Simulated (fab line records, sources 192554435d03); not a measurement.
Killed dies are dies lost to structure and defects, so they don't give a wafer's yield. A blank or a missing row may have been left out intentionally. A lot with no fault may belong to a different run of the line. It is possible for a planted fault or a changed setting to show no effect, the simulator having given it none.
Chamber matching :: flow n5_finfet :: N5_BEOL_M11_ALD_74 on ald_metal-01 has 4 sister chambers
The step deposits TaN, target thk 2 nm, pulse time 2 s, purge time 3 s. 14 wafers are shown with their chamber, then 7 later ones without.

## EACH WAFER AND ITS CHAMBER
wafer: L075.1
chamber: 3
heater_power_w (W): 457

wafer: L075.3
chamber: 0
heater_power_w (W): 469

wafer: L075.5
chamber: 2
heater_power_w (W): 381

wafer: L077.1
chamber: 1
heater_power_w (W): 401

wafer: L077.2
chamber: 2
heater_power_w (W): 377

wafer: L077.6
chamber: 3
heater_power_w (W): 458

wafer: L081.1
chamber: 0
heater_power_w (W): 456

wafer: L081.3
chamber: 1
heater_power_w (W): 394

wafer: L081.6
chamber: 0
heater_power_w (W): 464

wafer: L080.1
chamber: 1
heater_power_w (W): 388

wafer: L080.2
chamber: 3
heater_power_w (W): 457

wafer: L080.3
chamber: 0
heater_power_w (W): 484

wafer: L082.4
chamber: 2
heater_power_w (W): 384

wafer: L082.5
chamber: 0
heater_power_w (W): 462

SIGNATURES, as means of the wafers listed above
reading: heater_power_w
chamber 0: 467.00
chamber 1: 394.33
chamber 2: 380.67
chamber 3: 457.33
scatter within a chamber: 7.47
Rule: for a wafer and a chamber, the distance is found by dividing, reading by reading, the gap between the wafer's reading and the chamber's mean by the reading's scatter, squaring, summing and taking the root. If the next closest chamber is less than 2 further off than the closest, the wafer can't be placed; otherwise it belongs to the closest. The scatter is the square root of a quotient: the sum, over the shown wafers, of each reading's squared deviation from its chamber's mean, divided by wafers minus chambers.

## WAFERS WITH NO CHAMBER GIVEN
wafer: L082.6
heater_power_w (W): 396

wafer: L079.2
heater_power_w (W): 375

wafer: L079.3
heater_power_w (W): 389

wafer: L079.6
heater_power_w (W): 394

wafer: L094.3
heater_power_w (W): 374

wafer: L094.4
heater_power_w (W): 475

wafer: L094.5
heater_power_w (W): 369

## WHICH CHAMBER EACH ONE RAN IN
wafer: L082.6
from the rows above: can't be placed: 1 or 2
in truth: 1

wafer: L079.2
from the rows above: can't be placed: 2 or 1
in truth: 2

wafer: L079.3
from the rows above: can't be placed: 1 or 2
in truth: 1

wafer: L079.6
from the rows above: can't be placed: 1 or 2
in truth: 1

wafer: L094.3
from the rows above: can't be placed: 2 or 1
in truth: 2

wafer: L094.4
from the rows above: can't be placed: 0 or 3
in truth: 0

wafer: L094.5
from the rows above: can't be placed: 2 or 1
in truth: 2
Placed correctly: 0 of 7. From these rows, 7 cannot be placed; in 7 the true chamber is one of the candidates. Wrongly placed: 0.
